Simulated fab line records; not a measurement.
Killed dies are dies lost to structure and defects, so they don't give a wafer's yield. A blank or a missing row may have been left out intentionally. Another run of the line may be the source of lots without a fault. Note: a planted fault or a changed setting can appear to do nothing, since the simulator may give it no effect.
fab line records ; flow n5_finfet
record: lots: 11; wafers: 33; last_day: 16
route steps=1938 shown MOL_CONTACT_COAG@546 PASSIVATION@1936
lots that met no fault: taken from a fault-free run of the same line
start_h: the number of hours between the record's first day and the start of the first shown wafer of the lot ; wait_h: time in hours since the lot's previous step ; " the same as in the row above ; L1.1+2: one row covering several wafers at once ; - no value, or no start given ; * or withheld: withheld ; < > ~ a bound
route shown NAME@n: a module of which the file shows steps, and the number in the route of the first ; usual: the fault-free wafers' mean and standard deviation ; same: alike in all rows ; chamber/n: place in a boat ; sites: each site's reading ; _std_site: the values' standard deviation ; _edge_site: mean of outer sites minus mean of inner sites ; radius_mm: for every site, how far away it sits from the centre of the wafer ; mask NAME#n: copy n ; behind: tool/chamber where the wafer was last shaped ; hold: the reason the lot was held/the length of the hold in hours/how it ended ; device: names the non-switching transistor (n, p or np) ; end of line: tests run on the same wafers once the route is complete ; where a step has no rows: the recipe by itself ; killed: at the first sort, the dies lost to defects and structure; wafer yield is something else ; map: shows each die of a wafer: x if killed, . if not, _ if none is there
set.NAME: the setting the step ran with; set.NAME@STEP: the setting that earlier step ran with ; model.NAME: the simulator's own value behind a step, which no gauge read
one table for each step of the route and one row for each wafer, over a sample of lots
services: when a tool's chamber went out of use (start_h, in hours from the record's first day, below 0 if earlier), for how many hours, and the reason
== steps ==
step: N5_MOL_CONTACT_COAG_PRE_CLEAN_141
recipe: gas: H2/He; time_s: 60; temp_c: 300
usual: heater_power_w: 465/33
lot.wafer;tool;chamber;start_h;wait_h;heater_power_w
L938.2;pvd_sputter-01;-;94.00;0.4;448
L938.5;pvd_sputter-01;-;94.00;0.4;440
L938.6;pvd_sputter-01;-;94.00;0.4;475
L939.1;pvd_sputter-03;-;100.78;0.6;528
L939.2;pvd_sputter-03;-;100.78;0.6;440
L939.6;pvd_sputter-03;-;100.78;0.6;439
L940.3;pvd_sputter-01;-;104.55;2.3;456
L940.5;pvd_sputter-01;-;104.55;2.3;482
L940.6;pvd_sputter-01;-;104.55;2.3;441
L941.1;pvd_sputter-02;-;109.03;0.2;512
L941.3;pvd_sputter-02;-;109.03;0.2;456
L941.6;pvd_sputter-02;-;109.03;0.2;480
L942.1;pvd_sputter-03;-;113.12;0.6;435
L942.2;pvd_sputter-03;-;113.12;0.6;452
L942.6;pvd_sputter-03;-;113.12;0.6;534
L944.3;pvd_sputter-01;-;129.36;0.6;492
L944.4;pvd_sputter-01;-;129.36;0.6;463
L944.5;pvd_sputter-01;-;129.36;0.6;444
L947.2;pvd_sputter-02;-;147.00;0.6;483
L947.4;pvd_sputter-02;-;147.00;0.6;517
L947.6;pvd_sputter-02;-;147.00;0.6;460
L950.3;pvd_sputter-02;-;166.74;4.4;463
L950.5;pvd_sputter-02;-;166.74;4.4;511
L950.6;pvd_sputter-02;-;166.74;4.4;464
L951.2;pvd_sputter-02;-;171.42;0.5;494
L951.4;pvd_sputter-02;-;171.42;0.5;462
L951.5;pvd_sputter-02;-;171.42;0.5;463
L954.1;pvd_sputter-01;-;185.61;0.5;468
L954.2;pvd_sputter-01;-;185.61;0.5;474
L954.3;pvd_sputter-01;-;185.61;0.5;432
L956.2;pvd_sputter-03;-;197.53;0.9;538
L956.4;pvd_sputter-03;-;197.53;0.9;423
L956.5;pvd_sputter-03;-;197.53;0.9;530
step: N5_MOL_CONTACT_COAG_SPUTTER_143
recipe: material: Co; target_thk_a: 25; temp_c: 25; chamber_pressure_pa: 0.2
usual: throttle_valve_pct: 29.9/0.89
lot.wafer;tool;chamber;start_h;wait_h;throttle_valve_pct
L938.2;pvd_sputter-01;-;94.06;0.0;29.9
L938.5;pvd_sputter-01;-;94.06;0.0;29.4
L938.6;pvd_sputter-01;-;94.06;0.0;28.1
L939.1;pvd_sputter-03;-;100.84;0.0;30.9
L939.2;pvd_sputter-03;-;100.84;0.0;30.6
L939.6;pvd_sputter-03;-;100.84;0.0;29.9
L940.3;pvd_sputter-01;-;104.61;0.0;29.2
L940.5;pvd_sputter-01;-;104.61;0.0;28.2
L940.6;pvd_sputter-01;-;104.61;0.0;30.3
L941.1;pvd_sputter-02;-;109.09;0.0;30.8
L941.3;pvd_sputter-02;-;109.09;0.0;29.8
L941.6;pvd_sputter-02;-;109.09;0.0;28.8
L942.1;pvd_sputter-03;-;113.18;0.0;30.5
L942.2;pvd_sputter-03;-;113.18;0.0;30.1
L942.6;pvd_sputter-03;-;113.18;0.0;31.0
L944.3;pvd_sputter-01;-;129.42;0.0;28.2
L944.4;pvd_sputter-01;-;129.42;0.0;29.7
L944.5;pvd_sputter-01;-;129.42;0.0;29.2
L947.2;pvd_sputter-02;-;147.06;0.0;28.9
L947.4;pvd_sputter-02;-;147.06;0.0;30.8
L947.6;pvd_sputter-02;-;147.06;0.0;30.0
L950.3;pvd_sputter-02;-;166.80;0.0;29.9
L950.5;pvd_sputter-02;-;166.80;0.0;30.8
L950.6;pvd_sputter-02;-;166.80;0.0;29.7
L951.2;pvd_sputter-02;-;171.48;0.0;29.1
L951.4;pvd_sputter-02;-;171.48;0.0;29.2
L951.5;pvd_sputter-02;-;171.48;0.0;29.8
L954.1;pvd_sputter-01;-;185.67;0.0;29.6
L954.2;pvd_sputter-01;-;185.67;0.0;28.0
L954.3;pvd_sputter-01;-;185.67;0.0;29.4
L956.2;pvd_sputter-03;-;197.59;0.0;31.1
L956.4;pvd_sputter-03;-;197.59;0.0;30.6
L956.5;pvd_sputter-03;-;197.59;0.0;30.9
step: N5_MOL_CONTACT_COAG_PECVD_31
recipe: material: SiO2; target_thk_a: 460; temp_c: 400; precursor: TEOS/O2; pressure_torr: 6.5; rf_w: withheld; teos_flow_sccm: withheld; gas: O2; flow_sccm: 2650; time_s: 8.9
usual: susceptor_temp_C: 399.98/0.23
lot.wafer;tool;chamber;start_h;wait_h;susceptor_temp_C
L938.2;pecvd-02;0;99.92;0.3;400.14
L938.5;pecvd-02;2;99.92;0.3;399.83
L938.6;pecvd-02;0;99.92;0.3;399.98
L939.1;pecvd-04;1;109.03;0.3;399.80
L939.2;pecvd-04;0;109.03;0.3;400.01
L939.6;pecvd-04;1;109.03;0.3;399.45
L940.3;pecvd-02;1;111.41;0.3;399.93
L940.5;pecvd-02;1;111.41;0.3;399.73
L940.6;pecvd-02;0;111.41;0.3;399.94
L941.1;pecvd-03;2;115.86;0.3;400.27
L941.3;pecvd-03;1;115.86;0.3;399.82
L941.6;pecvd-03;1;115.86;0.3;400.36
L942.1;pecvd-02;2;119.27;0.3;400.28
L942.2;pecvd-02;0;119.27;0.3;400.25
L942.6;pecvd-02;2;119.27;0.3;400.32
L944.3;pecvd-02;2;135.58;0.3;400.51
L944.4;pecvd-02;2;135.58;0.3;400.06
L944.5;pecvd-02;0;135.58;0.3;400.01
L947.2;pecvd-03;0;153.17;0.3;399.93
L947.4;pecvd-03;0;153.17;0.3;400.38
L947.6;pecvd-03;1;153.17;0.3;399.79
L950.3;pecvd-02;1;174.10;0.3;399.77
L950.5;pecvd-02;0;174.10;0.3;400.11
L950.6;pecvd-02;1;174.10;0.3;400.12
L951.2;pecvd-02;0;177.15;0.3;399.97
L951.4;pecvd-02;0;177.15;0.3;400.09
L951.5;pecvd-02;2;177.15;0.3;399.89
L954.1;pecvd-02;1;194.26;0.3;413.93
L954.2;pecvd-02;2;194.26;0.3;414.42
L954.3;pecvd-02;0;194.26;0.3;414.31
L956.2;pecvd-02;1;206.56;0.3;414.29
L956.4;pecvd-02;1;206.56;0.3;414.27
L956.5;pecvd-02;0;206.56;0.3;414.09
step: N5_MOL_CONTACT_COAG_ETCH_89
recipe: chemistry: N2/H2; target: underlayer; target_depth_a: 130; mask_material: CAR-EUV; time_s: 10.4; ion_energy_ev: 200; pressure_mtorr: 30; source_w: 840; bias_w: 150; n2_flow_sccm: 200; h2_flow_sccm: 200; ends: cleared
usual: drypump_motor_current_A: 5.8/0.62; etch_rf_on_time_s: 10.46/0.28; oes_product_au: 0.66/0.071; rf_vpp_V: 523.4/2.5; showerhead_plenum_p_Torr: 2.52/0.082; throttle_valve_pct: 17.87/0.18
lot.wafer;tool;chamber;start_h;wait_h;drypump_motor_current_A;etch_rf_on_time_s;oes_product_au;rf_hours_counter_h;rf_vpp_V;showerhead_plenum_p_Torr;throttle_valve_pct
L938.2;rie_diel-01;1;100.65;0.0;5.3;10.44;0.65;147;524.5;2.54;18.00
L938.5;rie_diel-01;0;100.65;0.0;6.2;10.30;0.59;-;520.7;2.41;17.91
L938.6;rie_diel-01;3;100.65;0.0;5.9;10.09;0.61;-;526.5;2.61;17.80
L939.1;rie_diel-05;1;109.81;0.0;6.0;10.13;0.76;38;524.1;2.50;17.99
L939.2;rie_diel-05;0;109.81;0.0;5.2;10.81;0.59;199;525.1;2.64;17.97
L939.6;rie_diel-05;0;109.81;0.0;5.2;10.90;0.58;-;526.6;2.64;17.99
L940.3;rie_diel-06;0;111.90;0.0;6.4;10.68;0.64;138;521.9;2.45;17.95
L940.5;rie_diel-06;1;111.90;0.0;5.8;11.19;0.57;-;525.8;2.63;18.01
L940.6;rie_diel-06;2;111.90;0.0;5.3;10.45;0.75;-;523.9;2.49;17.57
L941.1;rie_diel-06;1;116.48;0.0;5.8;11.13;0.57;230;526.6;2.63;18.00
L941.3;rie_diel-06;0;116.48;0.0;6.4;10.56;0.64;140;520.2;2.45;17.96
L941.6;rie_diel-06;0;116.48;0.0;6.4;10.54;0.64;-;521.1;2.45;17.96
L942.1;rie_diel-01;3;119.76;0.0;5.9;10.14;0.60;234;527.4;2.61;17.81
L942.2;rie_diel-01;2;119.76;0.0;6.7;10.51;0.66;144;525.1;2.55;17.77
L942.6;rie_diel-01;2;119.76;0.0;6.7;10.45;0.66;-;523.6;2.55;17.78
L944.3;rie_diel-05;2;136.07;0.0;5.6;10.52;0.68;121;525.5;2.54;17.71
L944.4;rie_diel-05;0;136.07;0.0;5.2;10.94;0.58;210;527.3;2.64;17.99
L944.5;rie_diel-05;2;136.07;0.0;5.6;10.54;0.67;-;523.4;2.54;17.70
L947.2;rie_diel-06;1;153.85;0.0;5.8;11.12;0.56;244;525.3;2.62;18.02
L947.4;rie_diel-06;3;153.85;0.0;4.8;10.16;0.67;124;522.4;2.46;17.86
L947.6;rie_diel-06;1;153.85;0.0;5.8;11.24;0.55;-;525.3;2.62;18.04
L950.3;rie_diel-01;3;174.60;0.0;5.9;10.26;0.58;256;524.1;2.60;17.86
L950.5;rie_diel-01;0;174.60;0.0;6.2;10.11;0.90;-;529.6;2.73;17.55
L950.6;rie_diel-01;3;174.60;0.0;5.9;10.27;0.59;-;525.1;2.60;17.84
L951.2;rie_diel-06;2;177.79;0.0;5.3;10.45;0.71;64;520.4;2.48;17.59
L951.4;rie_diel-06;2;177.79;0.0;5.3;10.46;0.72;-;522.8;2.48;17.58
L951.5;rie_diel-06;2;177.79;0.0;5.3;10.44;0.71;-;521.5;2.48;17.59
L954.1;rie_diel-06;2;194.78;0.0;5.3;10.48;0.70;72;522.5;2.47;17.60
L954.2;rie_diel-06;1;194.78;0.0;5.8;10.75;0.81;1;524.9;2.62;17.63
L954.3;rie_diel-06;3;194.78;0.0;4.8;10.12;0.66;141;521.2;2.46;17.89
L956.2;rie_diel-05;0;207.18;0.0;5.2;10.93;0.56;234;526.3;2.63;18.05
L956.4;rie_diel-05;2;207.18;0.0;5.6;10.39;0.66;147;524.8;2.53;17.77
L956.5;rie_diel-05;2;207.18;0.0;5.6;10.36;0.66;-;524.5;2.53;17.76
step: N5_MOL_CONTACT_COAG_THK_MEAS_53
recipe: reads: SiO2_of_MOL_CONTACT_COAG_PECVD_31
usual: VIA_MOL_THK: 44.0/0.55
lot.wafer;tool;chamber;start_h;wait_h;VIA_MOL_THK[nm]
L938.2;film_metro-02;-;103.60;-;43.2
L938.5;film_metro-02;-;103.60;-;43.8
L938.6;film_metro-02;-;103.60;-;44.1
L939.1;film_metro-02;-;112.88;-;44.1
L939.2;film_metro-02;-;112.88;-;43.2
L939.6;film_metro-02;-;112.88;-;45.1
L940.3;film_metro-02;-;114.82;-;43.6
L940.5;film_metro-02;-;114.82;-;43.8
L940.6;film_metro-02;-;114.82;-;45.1
L941.1;film_metro-02;-;119.38;-;43.4
L941.3;film_metro-02;-;119.38;-;43.4
L941.6;film_metro-02;-;119.38;-;44.0
L942.1;film_metro-02;-;122.86;-;42.9
L942.2;film_metro-02;-;122.86;-;43.9
L942.6;film_metro-02;-;122.86;-;43.8
L944.3;film_metro-02;-;139.70;-;43.4
L944.4;film_metro-02;-;139.70;-;44.4
L944.5;film_metro-02;-;139.70;-;44.3
L947.2;film_metro-01;-;156.65;-;43.8
L947.4;film_metro-01;-;156.65;-;43.9
L947.6;film_metro-01;-;156.65;-;44.0
L950.3;film_metro-02;-;177.63;-;43.5
L950.5;film_metro-02;-;177.63;-;44.5
L950.6;film_metro-02;-;177.63;-;43.7
L951.2;film_metro-01;-;181.65;-;43.1
L951.4;film_metro-01;-;181.65;-;44.2
L951.5;film_metro-01;-;181.65;-;43.8
L954.1;film_metro-01;-;198.34;-;39.5
L954.2;film_metro-01;-;198.34;-;39.2
L954.3;film_metro-01;-;198.34;-;40.1
L956.2;film_metro-01;-;210.66;-;39.2
L956.4;film_metro-01;-;210.66;-;40.1
L956.5;film_metro-01;-;210.66;-;40.7
step: N5_PASSIVATION_PROBE_49
usual: defect_limited_yield: 91.4/1.4; killed_at_M0_to_M3: 33/11; killed_at_M4_up: 13/5.3; killed_at_contacts: 13/6.1; killed_at_front_end: 40/11; killed_at_other: 2.9/2.7; killed_dies: 102/17; killed_open: 68/13; killed_short: 32/7.5; sort_bin_5_function: 5.1/0.98; sort_bin_6_memory: 3.2/0.69; sort_bin_8_speed: 0.1/1.1; sort_n_pass: 1077/21; sort_yield_pct: 91.3/1.7
same: gross_dies: 1180; killed_at_back_side: 0; sort_bin_4_leakage[%]: 0
lot.wafer;tool;chamber;start_h;wait_h;defect_limited_yield[%];killed_at_M0_to_M3;killed_at_M4_up;killed_at_contacts;killed_at_front_end;killed_at_other;killed_dies;killed_open;killed_short;sort_bin_5_function[%];sort_bin_6_memory[%];sort_bin_8_speed[%];sort_n_pass;sort_yield_pct[%]
L939.1;prober-02;-;309.07;0.0;89.7;41;23;18;37;3;122;86;33;5.9;4.2;0;1058;89.7
L939.2;prober-02;-;309.12;0.1;89.1;43;15;17;52;2;129;97;26;6.4;4.0;0;1051;89.1
L939.6;prober-02;-;309.32;0.3;91.0;30;15;13;37;11;106;76;28;5.3;3.4;0;1074;91.0
killed by level:class
L939.1 BEOL_M4:geometric_particle:open=16 MOL_CONTACT_COAG:geometric_particle:open=13 DUMMY_GATE:geometric_particle:open=12 BEOL_M0_SAQP:geometric_particle:short=11 BEOL_M3:geometric_particle:open=9 BEOL_M0_SAQP:geometric_particle:open=7 GATE_CUT:geometric_particle:short=6 STARTING-WAFER:geometric_particle:open=6
L939.2 STI_FIN_REVEAL:geometric_particle:open=14 MOL_CONTACT_COAG:geometric_particle:open=14 BEOL_M1:geometric_particle:open=12 BEOL_M0_SAQP:geometric_particle:open=11 BEOL_M4:geometric_particle:open=10 DUMMY_GATE:geometric_particle:open=9 BEOL_M2:geometric_particle:open=6 STARTING-WAFER:geometric_particle:open=6
L939.6 BEOL_M1:geometric_particle:open=10 BEOL_M4:geometric_particle:open=10 STI_FIN_REVEAL:geometric_particle:open=9 DUMMY_GATE:geometric_particle:open=9 MOL_CONTACT_COAG:geometric_particle:open=9 FIN_SAQP:geometric_particle:open=6 BEOL_M0_SAQP:geometric_particle:open=6 PASS1_CAP:geometric_particle:short=5
== services ==
tool;chamber;start_h;hours;kind
rie_diel-06;1;78.17;4.5;repair
rie_diel-05;-;88.48;0.2;repair
pecvd-02;-;91.39;1.7;repair
rie_diel-05;2;106.14;16.1;repair
pvd_sputter-02;-;110.45;4.0;repair
pvd_sputter-02;-;115.23;1.6;repair
rie_diel-05;1;116.27;3.7;repair
rie_diel-06;2;128.59;2.3;repair
rie_diel-01;0;153.21;-;clean
rie_diel-01;0;153.21;-;consumable_replace:focus_ring
rie_diel-01;0;153.21;-;consumable_replace:showerhead
rie_diel-01;0;153.21;21.3;scheduled_down
pvd_sputter-01;-;156.15;13.6;repair
rie_diel-05;0;156.68;4.6;repair
rie_diel-06;1;173.05;-;clean
rie_diel-06;1;173.05;-;consumable_replace:focus_ring
rie_diel-06;1;173.05;16.4;scheduled_down
rie_diel-06;1;173.05;16.4;vent_cycle
rie_diel-06;0;176.57;2.9;repair
rie_diel-01;3;183.44;7.2;repair
pecvd-03;0;191.30;24.5;repair
pecvd-02;-;192.70;1.1;repair
rie_diel-06;1;199.25;14.5;repair
pecvd-03;-;203.51;6.0;pm
== key ==
first_sign: step: N5_MOL_CONTACT_COAG_PECVD_31; reading: susceptor_temp_C; direction: up; sigmas: 62; usual: *; struck: *
effect: step: N5_MOL_CONTACT_COAG_THK_MEAS_53; reading: VIA_MOL_THK; direction: down; sigmas: 7.7; usual: 44.0; struck: 39.8
met_at N5_MOL_CONTACT_COAG_PECVD_31
struck_lots L954,L956
rows_end L954.1,L954.2,L954.3,L956.2,L956.4,L956.5
not_acting_at N5_MOL_CONTACT_COAG_PRE_CLEAN_141,N5_MOL_CONTACT_COAG_SPUTTER_143,N5_MOL_CONTACT_COAG_ETCH_89
onset_between 177.15 194.26
fault: kind: process_parameter_drift; tool: pecvd-02; chamber: -; onset_h: 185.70; steps: N5_MOL_CONTACT_COAG_PECVD_31; channel: temp_c; offset: *; shape: step; acts_in: *; stated: *
rows_end: these wafers met a further fault down the route, and their rows from its step on are left out
